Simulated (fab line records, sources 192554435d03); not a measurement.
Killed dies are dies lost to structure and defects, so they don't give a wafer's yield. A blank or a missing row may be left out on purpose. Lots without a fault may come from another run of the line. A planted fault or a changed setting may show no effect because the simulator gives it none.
A struck lot beside a sound one | flow n5_finfet | 36 steps out of a route of 1938
Sound: wafers L780.2, L780.4, L780.6. Struck: wafers L783.2, L783.4, L783.5. The cause comes at the end.
At each step with rows: each side's tool, then ch and its chambers, then its first start. Under that, the readings that differ: sound wafers | struck wafers | difference of the means | sigmas: that difference in standard deviations of wafers without a fault.
alike: readings whose means differ by less than 2 such deviations, and words and numbers that are the same on both sides. not compared: withheld readings, readings that some wafer has no value for, bounds like >300 that may hide the same value, and numbers for which the record gives no deviation and whose values overlap.
The two part at a step that has a row with sigmas, a row that says differs or no value, or rows on one side only. Numbers that don't overlap but have no deviation are shown without sigmas and don't part them. A reading that every wafer of one side lacks parts them only if that side has two wafers or more.

first, 9 steps without rows for these wafers: N5_STI_FIN_REVEAL_PRECLEAN_18 (cleans in SC2, time 45 s); N5_STI_FIN_REVEAL_SRD_28 (time 30 s); N5_DUMMY_GATE_PRECLEAN_00 (cleans in O3/DIW, time 60 s); N5_DUMMY_GATE_SRD_01 (time 30 s); N5_DUMMY_GATE_ALD_02 (deposits SiO2, target thk 2 nm, pulse time 1 s); N5_DUMMY_GATE_CVD_03 (deposits a-Si from SiH4, target thk 150 nm, time 8042 s); N5_DUMMY_GATE_PRECLEAN_46 (cleans in DIW, time 89.5 s); N5_DUMMY_GATE_SRD_47 (dry time 32 s); N5_DUMMY_GATE_CMP_04 (polishes a-Si).
N5_DUMMY_GATE_HM_DEP_06: deposits SiNx from DCS/NH3, target thk 80 nm, time 5141 s.
  sound on lpcvd-02 ch 0/104,0/114,0/95, day 3 00:14; struck on lpcvd-02 ch 1/104,1/109,1/95, day 3 19:26
  reading                                        | sound        | struck         | difference | sigmas
  model.SiNx_of_DUMMY_GATE_HM_DEP_06.thk_nm (nm) | 80 79.6 79.6 | 70.6 70.8 70.6 | -9.1       |
  alike: spike_tc_bottom_C, spike_tc_top_C
then, 24 steps without rows for these wafers: N5_DUMMY_GATE_PECVD_30 (deposits SiO2 from TEOS/O2, target thk 55 nm, time 10.8 s); N5_DUMMY_GATE_COAT_34 (time 60 s, resist thk 60 nm); N5_DUMMY_GATE_COAT_35 (time 60 s, resist thk 10 nm); N5_DUMMY_GATE_COAT_28 (time 60 s, resist thk 10 nm); N5_DUMMY_GATE_COAT_09 (resist thk 30 nm); N5_DUMMY_GATE_EBR_11; N5_DUMMY_GATE_SOFTBAKE_10 (time 60 s); N5_DUMMY_GATE_EXPOSE_12 (exposes mask GATE, target cd 25 nm); N5_DUMMY_GATE_PEB_13 (peb time 60 s); N5_DUMMY_GATE_DEVELOP_14 (develop time 30 s); N5_DUMMY_GATE_DESCUM_20 (chemistry O2, time 6.2 s); N5_DUMMY_GATE_ETCH_29 (etches underlayer in N2/H2, target depth 13 nm); N5_DUMMY_GATE_ETCH_36 (etches SiARC in CF4, target depth 13 nm); N5_DUMMY_GATE_ETCH_37 (etches SOC in N2/H2, target depth 60 nm, overetch 30 nm); N5_DUMMY_GATE_STRIP_38 (strips in N2/H2); N5_DUMMY_GATE_STRIP_39 (strips in N2/H2); N5_DUMMY_GATE_TRIM_49 (chemistry O2, time 29 s, target cd 14 nm); N5_DUMMY_GATE_STRIP_40 (strips in CF4); N5_DUMMY_GATE_ETCH_31 (etches SiO2 in C4F6/O2, target depth 82.5 nm, time 27.5 s); N5_DUMMY_GATE_STRIP_41 (strips in O2); N5_DUMMY_GATE_HM_OPEN_21 (chemistry CH3F/O2, target SiNx, target depth 120 nm, time 171.4 s); N5_DUMMY_GATE_ETCH_32 (etches SiO2 in CF4, target depth 3.5 nm, time 3.9 s); N5_DUMMY_GATE_ETCH_23 (etches poly-Si in HBr/Cl2/O2, target depth 41 nm, time 22.3 s); N5_DUMMY_GATE_ETCH_44 (etches poly-Si in HBr/O2, stops on SiO2, target depth 127.5 nm).
N5_ILD0_CMP_03: polishes, stops on SiNx, t overpolish 1.9 s, target thk 197.38 nm.
  sound on cmp-02 ch 1,3, day 3 19:04; struck on cmp-01 ch 0,3, day 4 14:11
  reading                                        | sound        | struck         | difference | sigmas
  model.SiNx_of_DUMMY_GATE_HM_DEP_06.thk_nm (nm) | 77 76.6 76.6 | 67.6 67.8 67.6 | -9.1       |
  alike: motor_current_A, overpolish_run_s, time_to_endpoint_s
-- the record jumps here: 5 days lie between the struck wafers' starts before and after (it left off in module ILD0 and takes up again in module BEOL_M4, whose first step shown is number 1111 of the route) --
N5_BEOL_M4_RC_MEAS_101:
  sound on prober-02 ch 0, day 8 09:44; struck on prober-01 ch 0, day 9 08:32
  alike: DIBL_N, DIBL_P, IOFF_N, IOFF_P, ION_N, ION_P, SS_N, SS_P, VT_N, VT_P

WHERE THEY PART
Nowhere in this record.

WHY: what the simulator had put in
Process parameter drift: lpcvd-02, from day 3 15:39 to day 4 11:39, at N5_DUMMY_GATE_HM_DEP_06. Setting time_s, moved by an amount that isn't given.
